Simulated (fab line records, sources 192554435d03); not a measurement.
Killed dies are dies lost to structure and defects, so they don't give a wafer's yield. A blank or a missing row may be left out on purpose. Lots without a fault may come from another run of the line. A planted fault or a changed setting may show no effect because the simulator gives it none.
Chamber matching | flow n5_finfet | N5_BEOL_M1_ALD_84 on ald_metal-02: 4 sister chambers
The step deposits TaN, pulse time 2 s, purge time 3 s, co reactant purge time 2 s. 14 wafers are shown with their chamber, then 7 later ones without.

WAFERS WITH THEIR CHAMBER
wafer  | chamber | heater_power_w (W) | mfc_carrier_sccm (sccm)
L077.1 | 1       | 375                | 1502
L077.2 | 0       | 475                | 1496
L077.6 | 3       | 424                | 1505
L078.3 | 2       | 371                | 1506
L078.5 | 1       | 377                | 1505
L078.6 | 2       | 368                | 1498
L088.1 | 1       | 376                | 1495
L088.3 | 0       | 500                | 1500
L088.6 | 1       | 385                | 1509
L093.2 | 3       | 435                | 1499
L093.4 | 1       | 379                | 1501
L093.5 | 2       | 369                | 1502
L091.2 | 2       | 368                | 1501
L091.4 | 1       | 372                | 1502

SIGNATURES (means of the wafers above)
reading          | chamber 0 | chamber 1 | chamber 2 | chamber 3 | scatter within a chamber
heater_power_w   | 487.50    | 377.33    | 369.00    | 429.50    | 6.9
mfc_carrier_sccm | 1498.00   | 1502.33   | 1501.75   | 1502.00   | 4.08
Rule: a wafer's distance from a chamber is the root of the sum, over the readings, of the square of ((its reading less the chamber's mean) divided by the reading's scatter). The wafer belongs to the nearest chamber; if the next one is less than 2 further off, it can't be placed. The scatter: the root of (the sum of the squares of (reading less its chamber's mean) over the shown wafers, divided by (wafers less chambers)).

WAFERS WITHOUT THEIR CHAMBER
wafer  | heater_power_w (W) | mfc_carrier_sccm (sccm)
L091.5 | 375                | 1499
L094.3 | 369                | 1491
L094.4 | 370                | 1489
L094.5 | 377                | 1499
L092.1 | 377                | 1507
L092.2 | 430                | 1489
L092.5 | 429                | 1501

WHICH CHAMBER EACH WENT THROUGH
wafer  | from the rows above     | in truth
L091.5 | can't be placed: 1 or 2 | 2
L094.3 | can't be placed: 2 or 1 | 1
L094.4 | can't be placed: 2 or 1 | 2
L094.5 | can't be placed: 1 or 2 | 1
L092.1 | can't be placed: 1 or 2 | 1
L092.2 | 3                       | 3
L092.5 | 3                       | 3
Placed correctly: 2 of 7. Can't be placed from these rows: 5 (the true chamber is among the candidates in 5). Placed wrongly: 0.
